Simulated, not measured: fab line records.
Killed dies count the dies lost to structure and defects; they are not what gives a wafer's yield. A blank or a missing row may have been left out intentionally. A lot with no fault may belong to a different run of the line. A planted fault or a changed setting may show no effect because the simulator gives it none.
Chamber matching :: flow nandHarc :: NHARC_A_BONDPAD_ETCH_12 on rieDiel-04 has 4 sister chambers
The step etches the open film in CHF3/O2, target depth 220 nm, time 110 s. 14 wafers are shown with their chamber, then 7 later ones without.

WAFERS, EACH WITH ITS CHAMBER
wafer: L451.1
chamber: 2
showerheadPlenumPTorr (Torr): 2.51
drypumpMotorCurrentA (A): 5.8
runLengthS (s): 130.8

wafer: L451.3
chamber: 3
showerheadPlenumPTorr (Torr): 2.57
drypumpMotorCurrentA (A): 5.4
runLengthS (s): 131.6

wafer: L451.4
chamber: 0
showerheadPlenumPTorr (Torr): 2.58
drypumpMotorCurrentA (A): 6.1
runLengthS (s): 130.3

wafer: L458.3
chamber: 0
showerheadPlenumPTorr (Torr): 2.58
drypumpMotorCurrentA (A): 6.2
runLengthS (s): 130.6

wafer: L458.4
chamber: 2
showerheadPlenumPTorr (Torr): 2.51
drypumpMotorCurrentA (A): 5.8
runLengthS (s): 131.2

wafer: L458.5
chamber: 3
showerheadPlenumPTorr (Torr): 2.56
drypumpMotorCurrentA (A): 5.3
runLengthS (s): 131.6

wafer: L460.3
chamber: 2
showerheadPlenumPTorr (Torr): 2.51
drypumpMotorCurrentA (A): 5.8
runLengthS (s): 131.0

wafer: L460.5
chamber: 3
showerheadPlenumPTorr (Torr): 2.57
drypumpMotorCurrentA (A): 5.4
runLengthS (s): 131.6

wafer: L460.6
chamber: 2
showerheadPlenumPTorr (Torr): 2.51
drypumpMotorCurrentA (A): 5.8
runLengthS (s): 130.7

wafer: L462.1
chamber: 3
showerheadPlenumPTorr (Torr): 2.57
drypumpMotorCurrentA (A): 5.4
runLengthS (s): 131.4

wafer: L462.5
chamber: 2
showerheadPlenumPTorr (Torr): 2.51
drypumpMotorCurrentA (A): 5.8
runLengthS (s): 131.0

wafer: L462.6
chamber: 3
showerheadPlenumPTorr (Torr): 2.57
drypumpMotorCurrentA (A): 5.4
runLengthS (s): 131.6

wafer: L463.1
chamber: 1
showerheadPlenumPTorr (Torr): 2.44
drypumpMotorCurrentA (A): 5.3
runLengthS (s): 131.7

wafer: L463.4
chamber: 3
showerheadPlenumPTorr (Torr): 2.56
drypumpMotorCurrentA (A): 5.4
runLengthS (s): 131.6

SIGNATURES (means of the wafers above)
reading: showerheadPlenumPTorr
chamber 0: 2.5800
chamber 1: 2.4400
chamber 2: 2.5100
chamber 3: 2.5667
scatter within a chamber: 0.00365

reading: drypumpMotorCurrentA
chamber 0: 6.150
chamber 1: 5.300
chamber 2: 5.800
chamber 3: 5.383
scatter within a chamber: 0.0365

reading: runLengthS
chamber 0: 130.450
chamber 1: 131.700
chamber 2: 130.940
chamber 3: 131.567
scatter within a chamber: 0.152
Rule: a wafer's distance from a chamber is the root of the sum, over the readings, of the square of ((its reading less the chamber's mean) divided by the reading's scatter). If the next closest chamber is less than 2 further off than the closest, the wafer can't be placed; otherwise it belongs to the closest. The scatter is the square root of a quotient: the sum, over the shown wafers, of each reading's squared deviation from its chamber's mean, divided by wafers minus chambers.

WAFERS WITH NO CHAMBER GIVEN
wafer: L463.5
showerheadPlenumPTorr (Torr): 2.44
drypumpMotorCurrentA (A): 5.3
runLengthS (s): 131.6

wafer: L464.2
showerheadPlenumPTorr (Torr): 2.44
drypumpMotorCurrentA (A): 5.3
runLengthS (s): 131.9

wafer: L464.3
showerheadPlenumPTorr (Torr): 2.51
drypumpMotorCurrentA (A): 5.8
runLengthS (s): 131.1

wafer: L465.3
showerheadPlenumPTorr (Torr): 2.58
drypumpMotorCurrentA (A): 6.1
runLengthS (s): 130.2

wafer: L472.2
showerheadPlenumPTorr (Torr): 2.44
drypumpMotorCurrentA (A): 5.3
runLengthS (s): 131.4

wafer: L472.4
showerheadPlenumPTorr (Torr): 2.58
drypumpMotorCurrentA (A): 6.2
runLengthS (s): 130.8

wafer: L472.6
showerheadPlenumPTorr (Torr): 2.56
drypumpMotorCurrentA (A): 5.4
runLengthS (s): 131.4

WHICH CHAMBER EACH WENT THROUGH
wafer: L463.5
from the rows above: 1
in truth: 1

wafer: L464.2
from the rows above: 1
in truth: 1

wafer: L464.3
from the rows above: 2
in truth: 2

wafer: L465.3
from the rows above: 0
in truth: 0

wafer: L472.2
from the rows above: 1
in truth: 1

wafer: L472.4
from the rows above: 0
in truth: 0

wafer: L472.6
from the rows above: 3
in truth: 3
Placed correctly: 7 of 7. Can't be placed from these rows: 0. 0 placed wrongly.
